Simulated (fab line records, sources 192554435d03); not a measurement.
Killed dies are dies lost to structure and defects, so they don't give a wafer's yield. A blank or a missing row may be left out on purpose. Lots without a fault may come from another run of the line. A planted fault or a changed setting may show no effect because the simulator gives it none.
A struck lot beside a sound one | flow n5_finfet | 36 steps out of a route of 1938
Sound: wafers L382.2, L382.3, L382.6. Struck: wafer L402.4. (L402.2, L402.5 of the same lot were not struck and are left out.) The cause comes at the end.
At each step with rows: each side's tool, then ch and its chambers, then its first start. Under that, the readings that differ: sound wafers | struck wafers | difference of the means | sigmas: that difference in standard deviations of wafers without a fault.
alike: readings whose means differ by less than 2 such deviations, and words and numbers that are the same on both sides. not compared: withheld readings, readings that some wafer has no value for, bounds like >300 that may hide the same value, and numbers for which the record gives no deviation and whose values overlap.
The two part at a step that has a row with sigmas, a row that says differs or no value, or rows on one side only. Numbers that don't overlap but have no deviation are shown without sigmas and don't part them. A reading that every wafer of one side lacks parts them only if that side has two wafers or more.

first, 9 steps without rows for these wafers: N5_BEOL_M4_ANNEAL_95 (time 240 s); N5_BEOL_M4_SPUTTER_96 (material Cu, target thk 4.5 nm, time 8.29 s); N5_BEOL_M4_ECD_50 (material Cu, target thk 300 nm); N5_BEOL_M4_ANNEAL_51 (time 90 s); N5_BEOL_M4_CMP_52 (polishes, stops on SiOC, t overpolish 6.8 s, target thk 40 nm); N5_BEOL_M4_PRE_CLEAN_60 (time 15 s); N5_BEOL_M4_CO_CAP_55 (material Co, precursor CCTBA/H2, target thk 2 nm, time 102.1 s); N5_BEOL_M4_PRE_CLEAN_56 (time 15 s); N5_BEOL_M4_DEP_57 (deposits SiCN from 3MS/NH3, target thk 8 nm, time 14 s).
N5_BEOL_M4_RC_MEAS_101:
  sound on prober-01 ch 0, day 9 09:25; struck on prober-02 ch 0, day 15 03:14
  reading   | sound          | struck | difference | sigmas
  VT_P (mV) | -249 -255 -252 | -258   | -6         | -2
  alike: DIBL_N, DIBL_P, IOFF_N, IOFF_P, ION_N, ION_P, SS_N, SS_P, VT_N
then, 24 steps without rows for these wafers: N5_BEOL_M5_ILD_DEP_00 (deposits SiCOH lowk from DEMS/porogen, target thk 140.64 nm, time 25.9 s); N5_BEOL_M5_CURE_79 (cures SiCOH lowk, time 240 s); N5_BEOL_M5_PECVD_70 (deposits SiO2 from TEOS/O2, target thk 16 nm, time 18 s); N5_BEOL_M5_HM_DEP_02 (deposits TiN, target thk 20 nm); N5_BEOL_M5_COAT_59 (time 60 s, resist thk 60 nm); N5_BEOL_M5_COAT_60 (time 60 s, resist thk 12 nm); N5_BEOL_M5_COAT_71 (time 60 s, resist thk 5 nm); N5_BEOL_M5_COAT_05 (resist thk 30 nm); N5_BEOL_M5_EBR_07; N5_BEOL_M5_SOFTBAKE_06 (time 60 s); N5_BEOL_M5_EXPOSE_08 (exposes mask M5, target cd 28 nm); N5_BEOL_M5_PEB_09 (peb time 60 s); N5_BEOL_M5_DEVELOP_10 (develop time 30 s); N5_BEOL_M5_DESCUM_16 (chemistry O2, time 7 s); N5_BEOL_M5_ETCH_72 (etches underlayer in N2/H2, target depth 6.5 nm, time 5.2 s); N5_BEOL_M5_ETCH_61 (etches SiARC in CF4, target depth 15.6 nm, time 26 s); N5_BEOL_M5_ETCH_62 (etches SOC in N2/H2, target depth 75 nm, overetch 15 nm, time 112.5 s); N5_BEOL_M5_STRIP_63 (strips in N2/H2); N5_BEOL_M5_STRIP_73 (strips in N2/H2); N5_BEOL_M5_STRIP_64 (strips in CF4); N5_BEOL_M5_HM_OPEN_17 (chemistry Cl2/BCl3, target TiN, target depth 20 nm, overetch 6 nm); N5_BEOL_M5_STRIP_19 (strips in O2); N5_BEOL_M5_COAT_65 (time 60 s, resist thk 60 nm); N5_BEOL_M5_COAT_66 (time 60 s, resist thk 12 nm).
N5_BEOL_M9_ETCH_66: etches SOC in N2/H2, target depth 80 nm, overetch 16 nm, time 120 s.
  sound on rie_diel-02 ch 1,2, day 11 14:10; struck on rie_diel-02 ch 1, day 16 21:48
  reading                                    | sound             | struck | difference | sigmas
  model.etch.depth_nm (nm)                   | 60.06 59.84 60.03 | 56.55  | -3.43      |
  model.SiARC_of_BEOL_M9_COAT_64.thk_nm (nm) | 6.2 6.4 6.2       | 8.6    | +2.3       |
  alike: drypump_motor_current_A, oes_product_au, rf_vpp_V, showerhead_plenum_p_Torr, throttle_valve_pct
  not compared: rf_hours_counter_h
-- the record jumps here: 3 days lie between the struck wafers' starts before and after (it left off in module BEOL_M9 and takes up again in module PASSIVATION, whose first step shown is number 1936 of the route) --
N5_PASSIVATION_PROBE_49:
  the record has rows for the struck wafers here (prober-02, day 19 11:26) and none for the sound ones

WHERE THEY PART
First at N5_BEOL_M4_RC_MEAS_101; last, within this record, at N5_PASSIVATION_PROBE_49.

WHY: what the simulator had put in
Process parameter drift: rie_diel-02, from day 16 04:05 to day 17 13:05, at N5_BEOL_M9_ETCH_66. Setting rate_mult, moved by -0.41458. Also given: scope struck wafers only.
